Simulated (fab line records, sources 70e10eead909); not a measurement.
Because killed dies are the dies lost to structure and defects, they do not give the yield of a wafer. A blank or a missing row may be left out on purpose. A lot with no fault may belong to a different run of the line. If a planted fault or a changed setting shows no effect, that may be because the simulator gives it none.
Which tool is to blame?	flow nandHarc	24 lots with 72 wafers sampled at 4 steps, on a route of 1302 steps

WHAT THE GAUGES READ, wafer by wafer
NHARC_A_DECK1_JOINT_THK_MEAS_17: measures by ellipsometry. Usual: thkNm reads 45.2 nm (standard deviation 1.3).
lot	measured	on	thkNm (nm)	flag
L074	day 12 07:50	filmMetro-02	46.7 44.0 45.9	
L075	day 12 07:40	filmMetro-02	42.9 46.2 45.9	
L076	day 13 01:22	filmMetro-02	44.5 46.2 43.7	
L077	day 13 14:22	filmMetro-02	44.9 46.3 45.6	
L078	day 14 01:04	filmMetro-01	45.8 45.5 44.2	
L079	day 14 06:23	filmMetro-01	44.1 44.4 44.8	
L080	day 14 19:53	filmMetro-01	44.1 44.3 44.8	
L081	day 14 19:53	filmMetro-02	43.6 43.5 43.8	
L082	day 15 14:45	filmMetro-02	44.6 45.4 44.0	
L083	day 15 14:44	filmMetro-01	46.1 46.0 47.0	
L084	day 16 12:51	filmMetro-01	45.6 45.6 47.7	
L085	day 16 12:52	filmMetro-02	47.2 47.7 46.1	
L086	day 17 03:08	filmMetro-01	44.6 46.4 45.0	
L087	day 18 04:51	filmMetro-01	43.5 46.4 46.9	
L089	day 18 11:02	filmMetro-01	43.9 44.9 45.2	
L088	day 18 11:02	filmMetro-02	45.4 44.8 46.5	
L090	day 19 02:14	filmMetro-02	45.3 45.9 45.3	
L091	day 19 10:19	filmMetro-02	43.9 43.9 44.3	
L092	day 19 10:19	filmMetro-01	44.3 46.2 47.2	
L093	day 20 07:47	filmMetro-02	46.2 45.1 46.1	
L094	day 20 20:58	filmMetro-02	44.7 42.9 46.7	
L095	day 21 06:57	filmMetro-02	45.2 43.9 46.7	
L097	day 22 06:55	filmMetro-02	45.3 45.3 45.5	
L096	day 22 06:53	filmMetro-01	43.6 45.3 43.7	

NHARC_A_ONON_D2_THK_MEAS_08: measures by ellipsometry. Usual: thkNm reads 998 nm (standard deviation 9).
lot	measured	on	thkNm (nm)	flag
L074	day 12 09:40	filmMetro-02	1000 1000 1000	
L075	day 12 09:27	filmMetro-01	995 996 995	
L076	day 13 03:07	filmMetro-02	988 990 989	
L077	day 13 16:06	filmMetro-02	989 989 989	
L078	day 14 02:48	filmMetro-01	999 999 998	
L079	day 14 08:09	filmMetro-01	1004 1005 1006	
L080	day 14 21:38	filmMetro-01	979 978 980	
L081	day 14 21:38	filmMetro-02	1003 1002 1003	
L082	day 15 16:29	filmMetro-01	986 986 989	
L083	day 15 16:29	filmMetro-02	1006 1008 1006	
L084	day 16 14:36	filmMetro-01	997 999 997	
L085	day 16 14:37	filmMetro-01	1006 1007 1006	
L086	day 17 04:53	filmMetro-02	1005 1005 1004	
L087	day 18 06:36	filmMetro-01	985 985 986	
L089	day 18 12:47	filmMetro-02	1009 1008 1010	
L088	day 18 12:46	filmMetro-01	980 980 979	
L090	day 19 03:59	filmMetro-02	1013 1012 1012	
L091	day 19 12:04	filmMetro-02	999 998 998	
L092	day 19 12:03	filmMetro-01	995 996 994	
L093	day 20 09:32	filmMetro-01	1001 1002 1002	
L094	day 20 22:43	filmMetro-02	1006 1005 1008	
L095	day 21 08:42	filmMetro-02	993 993 994	
L097	day 22 08:40	filmMetro-02	999 997 1000	
L096	day 22 08:38	filmMetro-01	1008 1009 1010	

NHARC_A_CHANNEL_HOLE_D2_OVL_MEAS_11. Usual: overlayXNm -0.1 nm, standard deviation 0.74; overlayYNm 0.0 nm, standard deviation 0.66.
lot	measured	on	overlayXNm (nm)	overlayYNm (nm)	flag
L074	day 13 00:29	overlay-01	-1.1 -1.2 -1.2	0.2 0.6 0.3	
L075	day 13 00:13	overlay-01	0.0 0.2 0.5	-0.2 0.0 -0.2	
L076	day 13 19:24	overlay-01	-1.6 -1.4 -1.5	-0.7 -0.1 -0.4	
L077	day 14 10:04	overlay-02	0.2 0.3 1.1	-0.2 -0.1 0.1	
L078	day 14 18:25	overlay-01	0.4 -0.4 0.7	0.0 -0.1 -0.4	
L079	day 14 22:38	overlay-02	0.0 0.1 -0.1	0.9 0.8 0.0	
L080	day 15 11:55	overlay-01	-0.2 -0.5 0.0	1.8 0.9 0.5	
L081	day 15 11:46	overlay-02	-0.3 0.2 -0.5	-1.0 -1.1 -1.1	
L082	day 16 10:23	overlay-02	-0.5 -0.4 -0.3	-0.2 0.1 0.3	
L083	day 16 10:13	overlay-01	1.3 0.4 0.5	-0.2 0.2 -0.1	
L084	day 17 08:13	overlay-01	-0.6 -0.8 -1.8	-0.5 -0.4 -0.8	
L085	day 17 09:34	overlay-02	-0.2 0.3 0.3	0.4 0.1 0.3	
L086	day 17 22:35	overlay-02	0.1 0.1 0.5	-0.5 -0.2 -0.5	
L087	day 18 20:42	overlay-01	-0.3 0.0 0.0	-0.3 -0.3 0.2	
L089	day 19 08:54	overlay-01	0.1 -0.3 -0.5	0.3 0.1 0.4	
L088	day 19 07:01	overlay-01	-1.0 -0.7 -1.0	-0.9 -0.5 -0.4	
L090	day 19 21:49	overlay-01	0.8 2.1 1.7	-0.7 -0.8 -0.1	
L091	day 20 03:00	overlay-01	0.7 0.0 0.2	-0.1 -0.6 -0.7	
L092	day 20 04:34	overlay-01	0.9 0.1 0.6	0.3 -0.2 0.3	
L093	day 21 00:00	overlay-01	1.0 0.7 0.5	0.9 1.2 1.2	
L094	day 21 15:12	overlay-02	-0.4 -0.4 -0.6	-1.0 -1.4 -1.3	
L095	day 22 00:07	overlay-01	-0.6 -0.4 -0.3	1.0 0.1 0.7	
L097	day 23 00:17	overlay-01	-1.3 -0.4 -0.8	1.3 1.1 1.5	
L096	day 23 00:47	overlay-02	0.6 0.7 0.4	-1.0 -0.3 -0.5	

WHAT TOOL EACH LOT RAN ON (gives the tool, then ch and the chambers of the sampled wafers, and finally the start)
lot	NHARC_A_CHANNEL_FILL_D1_ALD_02
L074	aldHk-02 ch 0,2, day 8 22:37
L075	aldHk-01 ch 1,2,3, day 8 22:37
L076	aldHk-01 ch 0,2, day 9 12:54
L077	aldHk-02 ch 0,1,3, day 10 02:08
L078	aldHk-02 ch 0,1, day 10 08:31
L079	aldHk-03 ch 0,1,2, day 10 18:00
L080	aldHk-02 ch 1,2, day 11 10:20
L081	aldHk-03 ch 1,2,3, day 11 14:26
L082	aldHk-02 ch 0,1,2, day 12 05:18
L083	aldHk-03 ch 1,3, day 12 07:59
L084	aldHk-03 ch 2,3, day 13 02:08
L085	aldHk-01 ch 1,2, day 13 02:08
L086	aldHk-03 ch 1,2,3, day 13 15:38
L087	aldHk-02 ch 1,2, day 14 10:34
L089	aldHk-02 ch 0,2,3, day 14 23:43
L088	aldHk-02 ch 0,3, day 15 00:05
L090	aldHk-03 ch 2,3, day 15 14:26
L091	aldHk-02 ch 2,3, day 15 23:15
L092	aldHk-03 ch 0,2,3, day 16 00:09
L093	aldHk-03 ch 1,2,3, day 16 15:37
L094	aldHk-01 ch 1,2,3, day 17 04:42
L095	aldHk-01 ch 0,1, day 17 15:17
L097	aldHk-01 ch 1,2,3, day 18 15:22
L096	aldHk-03 ch 0,2,3, day 18 15:44
- NHARC_A_CHANNEL_FILL_D1_ALD_02: deposits SiO2, target thk 6 nm, pulse time 10 s, ald cycles 60.

AS READ BY THE TOOLS THEMSELVES (means over the sampled wafers that have a number; for cases with no such wafer, the mark the record gives instead)
NHARC_A_CHANNEL_FILL_D1_ALD_02. Usual: heaterPowerW 480 W, standard deviation 42; precursorPulseHeightRel 1.003, standard deviation 0.022.
lot	tool	heaterPowerW (W)	precursorPulseHeightRel	flag
L074	aldHk-02	479	0.995	
L075	aldHk-01	479	0.970	
L076	aldHk-01	511	1.007	
L077	aldHk-02	477	1.008	
L078	aldHk-02	484	0.973	
L079	aldHk-03	485	0.982	
L080	aldHk-02	482	1.019	
L081	aldHk-03	464	0.992	
L082	aldHk-02	487	1.001	
L083	aldHk-03	454	0.999	
L084	aldHk-03	423	1.006	
L085	aldHk-01	457	1.016	
L086	aldHk-03	469	1.014	
L087	aldHk-02	479	1.004	
L089	aldHk-02	489	1.005	
L088	aldHk-02	487	0.990	
L090	aldHk-03	440	1.002	
L091	aldHk-02	477	1.036	
L092	aldHk-03	443	1.005	
L093	aldHk-03	483	0.989	
L094	aldHk-01	476	1.005	
L095	aldHk-01	494	0.985	
L097	aldHk-01	487	1.001	
L096	aldHk-03	442	1.003	

THE ANSWER, worked out from the rows above alone
Rule: take the mean of a lot's wafers that have a number; if it is more than 3 standard deviations from the usual mean, the lot is off. Also off: a lot with no number at a reading for which 4 or more lots have one. Any other lot the step has rows for is counted as sound. Order of review: gauges by route order, followed by the tools' own readings, for which a lot's mean as printed above is used. At the first step where some lot is off, the reading lying furthest off is the one used; lots without a number count as furthest.
No lot is off on any of the readings shown, so nothing can be concluded from this.

WHAT HAD BEEN PUT IN BY THE SIMULATOR
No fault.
